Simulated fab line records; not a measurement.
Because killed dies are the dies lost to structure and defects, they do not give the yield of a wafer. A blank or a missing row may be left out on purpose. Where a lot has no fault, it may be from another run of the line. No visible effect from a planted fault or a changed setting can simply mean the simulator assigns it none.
Chamber matching -- flow nand-harc -- NHARC_A_STAIRCASE_ETCH_253 on rie-diel-03 has 4 sister chambers
The step etches the open film in C4F8/O2, target depth 50 nm, time 20.2 s. 8 wafers are shown with their chamber, then 12 later ones without.

EACH WAFER AND ITS CHAMBER
wafer,chamber,rf-vpp-V (V),oes-product-au (a.u.)
L085.1,0,898,0.950
L085.6,1,900,0.961
L083.2,0,899,0.974
L083.3,3,895,0.961
L083.4,2,887,0.968
L084.3,3,895,0.934
L084.4,2,887,0.951
L084.5,1,899,0.946

WAFERS WITHOUT THEIR CHAMBER
wafer,rf-vpp-V (V),oes-product-au (a.u.)
L095.4,888,0.960
L095.5,897,0.980
L095.6,900,0.959
L094.2,887,0.964
L094.4,895,0.967
L094.5,889,0.966
L096.2,898,0.957
L096.4,897,0.963
L096.5,888,0.951
L097.1,886,0.951
L097.2,897,0.968
L097.5,886,0.953

EACH ONE'S CHAMBER
wafer,from the rows above,in truth
L095.4,2,2
L095.5,can't be placed: 0 or 3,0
L095.6,can't be placed: 1 or 0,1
L094.2,2,2
L094.4,3,3
L094.5,2,2
L096.2,can't be placed: 0 or 1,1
L096.4,can't be placed: 0 or 3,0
L096.5,2,2
L097.1,2,2
L097.2,can't be placed: 0 or 3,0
L097.5,2,2
Correct placement for 7 of the 12. These rows do not allow placing 5 (true chamber among the candidates in 5). Placed wrongly: 0.
How it was worked out, from the rows above alone: a wafer's distance from a chamber is the root of the sum, over the readings, of the square of ((its reading less the chamber's mean) divided by the reading's scatter). The wafer belongs to the nearest chamber; if the next one is less than 2 further off, it can't be placed. Each chamber's mean is taken over the wafers shown for it. How the scatter is found: for the shown wafers, subtract from each reading the mean of its chamber, square and add these, divide the total by (wafers less chambers), then take the root.
